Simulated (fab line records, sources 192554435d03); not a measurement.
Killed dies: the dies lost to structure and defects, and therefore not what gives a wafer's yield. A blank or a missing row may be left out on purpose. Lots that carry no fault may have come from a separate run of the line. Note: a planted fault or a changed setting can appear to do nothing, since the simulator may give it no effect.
Chamber matching | flow n5Finfet | N5_BEOL_M3_PRE_CLEAN_60 on cvdCo-02: 3 sister chambers
The step time 15 s. 3 wafers are shown with their chamber, then 9 later ones without.

== WAFERS, EACH WITH ITS CHAMBER ==
wafer  | chamber | heaterPowerW (W)
L087.4 | 0       | 91
L092.4 | 1       | 65
L092.6 | 2       | 93

== WAFERS MISSING THEIR CHAMBER ==
wafer  | heaterPowerW (W)
L093.1 | 65
L093.4 | 88
L093.5 | 94
L094.1 | 88
L094.2 | 94
L094.4 | 67
L097.1 | 65
L097.2 | 92
L097.6 | 87

== WHICH CHAMBER EACH ONE RAN IN ==
wafer  | from the rows above     | in truth
L093.1 | 1                       | 1
L093.4 | can't be placed: 0 or 2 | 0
L093.5 | can't be placed: 2 or 0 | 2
L094.1 | can't be placed: 0 or 2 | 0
L094.2 | can't be placed: 2 or 0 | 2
L094.4 | 1                       | 1
L097.1 | 1                       | 1
L097.2 | can't be placed: 0 or 2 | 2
L097.6 | can't be placed: 0 or 2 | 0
Placed correctly: 3 of 9. Not placeable from these rows: 6 (in 6, the candidates include the true chamber). Placed wrongly: 0.
How it was worked out, from the rows above alone: a wafer's distance from a chamber is the root of the sum, over the readings, of the square of ((its reading less the chamber's mean) divided by the reading's scatter). If the next closest chamber is less than 2 further off than the closest, the wafer can't be placed; otherwise it belongs to the closest. The mean given for a chamber averages the wafers shown for that chamber. The scatter: root of mean squared gap, hidden wafer to nearest shown wafer, with one shown wafer a chamber.
